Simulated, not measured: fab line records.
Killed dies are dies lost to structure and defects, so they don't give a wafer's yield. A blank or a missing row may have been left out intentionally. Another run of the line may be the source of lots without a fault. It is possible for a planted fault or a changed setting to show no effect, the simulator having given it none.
Matching of chambers || flow n5-finfet || pecvd-02 running N5_BEOL_M9_DEP_56: 3 sister chambers
The step deposits SiCN from 3MS/NH3, target thk 15 nm, time 26.5 s. 20 wafers are shown with their chamber, then 10 later ones without.

## WAFERS PAIRED WITH THEIR CHAMBERS
{"wafer": "L074.1", "chamber": 0, "showerhead-plenum-p-Torr (Torr)": 3.676, "throttle-valve-pct (%)": 8.8}
{"wafer": "L074.5", "chamber": 0, "showerhead-plenum-p-Torr (Torr)": 3.673, "throttle-valve-pct (%)": 9.0}
{"wafer": "L074.6", "chamber": 2, "showerhead-plenum-p-Torr (Torr)": 3.692, "throttle-valve-pct (%)": 9.0}
{"wafer": "L079.1", "chamber": 1, "showerhead-plenum-p-Torr (Torr)": 3.686, "throttle-valve-pct (%)": 9.0}
{"wafer": "L079.3", "chamber": 2, "showerhead-plenum-p-Torr (Torr)": 3.690, "throttle-valve-pct (%)": 8.8}
{"wafer": "L079.4", "chamber": 1, "showerhead-plenum-p-Torr (Torr)": 3.671, "throttle-valve-pct (%)": 9.0}
{"wafer": "L082.2", "chamber": 1, "showerhead-plenum-p-Torr (Torr)": 3.665, "throttle-valve-pct (%)": 9.0}
{"wafer": "L082.3", "chamber": 0, "showerhead-plenum-p-Torr (Torr)": 3.670, "throttle-valve-pct (%)": 8.7}
{"wafer": "L082.6", "chamber": 2, "showerhead-plenum-p-Torr (Torr)": 3.691, "throttle-valve-pct (%)": 9.0}
{"wafer": "L084.1", "chamber": 1, "showerhead-plenum-p-Torr (Torr)": 3.665, "throttle-valve-pct (%)": 9.0}
{"wafer": "L084.4", "chamber": 2, "showerhead-plenum-p-Torr (Torr)": 3.680, "throttle-valve-pct (%)": 9.2}
{"wafer": "L084.6", "chamber": 1, "showerhead-plenum-p-Torr (Torr)": 3.683, "throttle-valve-pct (%)": 9.2}
{"wafer": "L085.1", "chamber": 0, "showerhead-plenum-p-Torr (Torr)": 3.671, "throttle-valve-pct (%)": 9.0}
{"wafer": "L085.4", "chamber": 0, "showerhead-plenum-p-Torr (Torr)": 3.685, "throttle-valve-pct (%)": 8.8}
{"wafer": "L085.6", "chamber": 2, "showerhead-plenum-p-Torr (Torr)": 3.694, "throttle-valve-pct (%)": 9.2}
{"wafer": "L088.1", "chamber": 0, "showerhead-plenum-p-Torr (Torr)": 3.671, "throttle-valve-pct (%)": 8.9}
{"wafer": "L088.3", "chamber": 1, "showerhead-plenum-p-Torr (Torr)": 3.670, "throttle-valve-pct (%)": 9.2}
{"wafer": "L088.5", "chamber": 2, "showerhead-plenum-p-Torr (Torr)": 3.686, "throttle-valve-pct (%)": 8.9}
{"wafer": "L090.1", "chamber": 0, "showerhead-plenum-p-Torr (Torr)": 3.660, "throttle-valve-pct (%)": 8.8}
{"wafer": "L090.2", "chamber": 2, "showerhead-plenum-p-Torr (Torr)": 3.687, "throttle-valve-pct (%)": 8.9}

SIGNATURES (averages over the wafers above)
{"reading": "showerhead-plenum-p-Torr", "chamber 0": 3.67229, "chamber 1": 3.67333, "chamber 2": 3.68857, "scatter within a chamber": 0.00718}
{"reading": "throttle-valve-pct", "chamber 0": 8.857, "chamber 1": 9.067, "chamber 2": 9.000, "scatter within a chamber": 0.126}
Rule: for each reading, subtract the chamber's mean from the wafer's reading, divide by that reading's scatter and square the result; add these up over the readings and take the root, which gives the wafer's distance from the chamber. The wafer belongs to the nearest chamber; if the next one is less than 2 further off, it can't be placed. How the scatter is found: for the shown wafers, subtract from each reading the mean of its chamber, square and add these, divide the total by (wafers less chambers), then take the root.

## WAFERS WITH NO CHAMBER GIVEN
{"wafer": "L090.6", "showerhead-plenum-p-Torr (Torr)": 3.694, "throttle-valve-pct (%)": 8.9}
{"wafer": "L091.2", "showerhead-plenum-p-Torr (Torr)": 3.669, "throttle-valve-pct (%)": 8.8}
{"wafer": "L091.3", "showerhead-plenum-p-Torr (Torr)": 3.685, "throttle-valve-pct (%)": 8.7}
{"wafer": "L091.4", "showerhead-plenum-p-Torr (Torr)": 3.679, "throttle-valve-pct (%)": 9.2}
{"wafer": "L092.2", "showerhead-plenum-p-Torr (Torr)": 3.671, "throttle-valve-pct (%)": 8.8}
{"wafer": "L092.4", "showerhead-plenum-p-Torr (Torr)": 3.682, "throttle-valve-pct (%)": 9.2}
{"wafer": "L092.6", "showerhead-plenum-p-Torr (Torr)": 3.673, "throttle-valve-pct (%)": 8.9}
{"wafer": "L095.1", "showerhead-plenum-p-Torr (Torr)": 3.674, "throttle-valve-pct (%)": 9.3}
{"wafer": "L095.2", "showerhead-plenum-p-Torr (Torr)": 3.700, "throttle-valve-pct (%)": 9.0}
{"wafer": "L095.4", "showerhead-plenum-p-Torr (Torr)": 3.664, "throttle-valve-pct (%)": 8.9}

## CHAMBER TAKEN BY EACH
{"wafer": "L090.6", "from the rows above": "can't be placed: 2 or 0", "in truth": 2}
{"wafer": "L091.2", "from the rows above": "can't be placed: 0 or 1", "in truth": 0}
{"wafer": "L091.3", "from the rows above": "can't be placed: 0 or 2 or 1", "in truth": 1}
{"wafer": "L091.4", "from the rows above": "can't be placed: 1 or 2 or 0", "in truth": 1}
{"wafer": "L092.2", "from the rows above": "can't be placed: 0 or 1", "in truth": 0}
{"wafer": "L092.4", "from the rows above": "can't be placed: 1 or 2 or 0", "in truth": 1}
{"wafer": "L092.6", "from the rows above": "can't be placed: 0 or 1 or 2", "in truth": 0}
{"wafer": "L095.1", "from the rows above": "can't be placed: 1 or 2 or 0", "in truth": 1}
{"wafer": "L095.2", "from the rows above": 2, "in truth": 2}
{"wafer": "L095.4", "from the rows above": "can't be placed: 0 or 1", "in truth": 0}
Correctly placed: 1 of 10. Not placeable from these rows: 9 (in 9, the candidates include the true chamber). Number placed wrongly: 0.
